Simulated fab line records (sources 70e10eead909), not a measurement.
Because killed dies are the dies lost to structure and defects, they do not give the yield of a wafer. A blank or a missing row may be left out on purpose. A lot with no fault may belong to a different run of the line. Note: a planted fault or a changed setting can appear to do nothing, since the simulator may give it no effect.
Tool commonality check | flow nand-harc | 42 wafers sampled across 14 lots

## WHY IT WAS OPENED
Flagged at NHARC_A_ONON_D1_THK_MEAS_30: reading thk-nm, on 2 of 14 lots. Fault-free wafers read 1001 nm, with a standard deviation of 7.1.
Rule: a lot gets a flag if all its wafers with a number sit over 4 standard deviations from that mean, or if no wafer of it has a number. The rest of the lots are taken to be sound.

lot  | measured     | on            | thk-nm (nm), wafer by wafer | flag
L866 | day 8 05:20  | film-metro-01 | 1017 1017 1020              |
L865 | day 8 14:01  | film-metro-02 | 996 995 998                 |
L873 | day 10 07:49 | film-metro-02 | 1000 1001 1000              |
L874 | day 10 07:55 | film-metro-01 | 608 606 607                 | FLAGGED
L876 | day 11 07:19 | film-metro-02 | 596 597 598                 | FLAGGED
L880 | day 11 07:28 | film-metro-01 | 1005 1008 1006              |
L879 | day 11 14:54 | film-metro-01 | 1012 1013 1011              |
L878 | day 11 14:56 | film-metro-02 | 1002 1001 1002              |
L882 | day 12 10:23 | film-metro-02 | 992 992 993                 |
L883 | day 12 18:50 | film-metro-02 | 1004 1005 1005              |
L885 | day 12 18:56 | film-metro-02 | 1010 1009 1008              |
L884 | day 12 19:18 | film-metro-02 | 1006 1006 1006              |
L887 | day 13 04:25 | film-metro-01 | 996 995 995                 |
L888 | day 14 04:32 | film-metro-02 | 1009 1008 1009              |
The mean of the flagged lots' numbers is 602 nm, -399 nm from the usual (-56 standard deviations).

## WHICH TOOL RAN EACH LOT
The record keeps 1 process step preceding the reading, out of 1159 steps on the route. Each cell gives the tool, then ch followed by the chambers the sampled wafers passed through, then the start.
lot  | flag    | NHARC_A_ONON_D1_DEP_28
L866 |         | pecvd-onon-02 ch 0, day 8 04:56
L865 |         | pecvd-onon-01 ch 0, day 8 13:36
L873 |         | pecvd-onon-01 ch 0, day 10 07:18
L874 | FLAGGED | pecvd-onon-03 ch 0, day 10 07:28
L876 | FLAGGED | pecvd-onon-03 ch 0, day 11 06:49
L880 |         | pecvd-onon-02 ch 0, day 11 07:01
L879 |         | pecvd-onon-02 ch 0, day 11 14:23
L878 |         | pecvd-onon-01 ch 0, day 11 14:32
L882 |         | pecvd-onon-01 ch 0, day 12 09:56
L883 |         | pecvd-onon-01 ch 0, day 12 18:29
L885 |         | pecvd-onon-02 ch 0, day 12 18:26
L884 |         | pecvd-onon-02 ch 0, day 12 18:54
L887 |         | pecvd-onon-02 ch 0, day 13 03:58
L888 |         | pecvd-onon-02 ch 0, day 14 04:05
What is done by these steps:
- NHARC_A_ONON_D1_DEP_28: target thk 1000 nm.
- NHARC_A_ONON_D1_THK_MEAS_30: measures by ellipsometry.

## FLAGGED OVER TOTAL, TOOL BY TOOL (the gauges that took the reading come last)
step                        | tool          | lots run | flagged | share of the flagged lots | sound lots run after its first flagged lot
NHARC_A_ONON_D1_DEP_28      | pecvd-onon-01 | 5        | 0       | none                      | -
NHARC_A_ONON_D1_DEP_28      | pecvd-onon-02 | 7        | 0       | none                      | -
NHARC_A_ONON_D1_DEP_28      | pecvd-onon-03 | 2        | 2       | all                       | 0
NHARC_A_ONON_D1_THK_MEAS_30 | film-metro-01 | 5        | 1       | some                      | 3 (L880,L879,L887)
NHARC_A_ONON_D1_THK_MEAS_30 | film-metro-02 | 9        | 1       | some                      | 6 (L878,L882,L883,L885,L884,L888)

## WHAT THE TABLE ALLOWS
In the table, 1 row covers all flagged lots: pecvd-onon-03 at NHARC_A_ONON_D1_DEP_28.
- pecvd-onon-03 at NHARC_A_ONON_D1_DEP_28: 2 of its 2 lots flagged. With no sound lot run before its first flagged lot in this sample, there is nothing to narrow down the start.
pecvd-onon-03 at NHARC_A_ONON_D1_DEP_28 is the single tool remaining.

## WHAT THE SIMULATOR HAD INSERTED
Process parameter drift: pecvd-onon-03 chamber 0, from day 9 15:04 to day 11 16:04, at NHARC_A_ONON_D1_DEP_28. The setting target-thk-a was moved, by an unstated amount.
Struck lots among those shown: L874, L876. Same finding as the rule above.
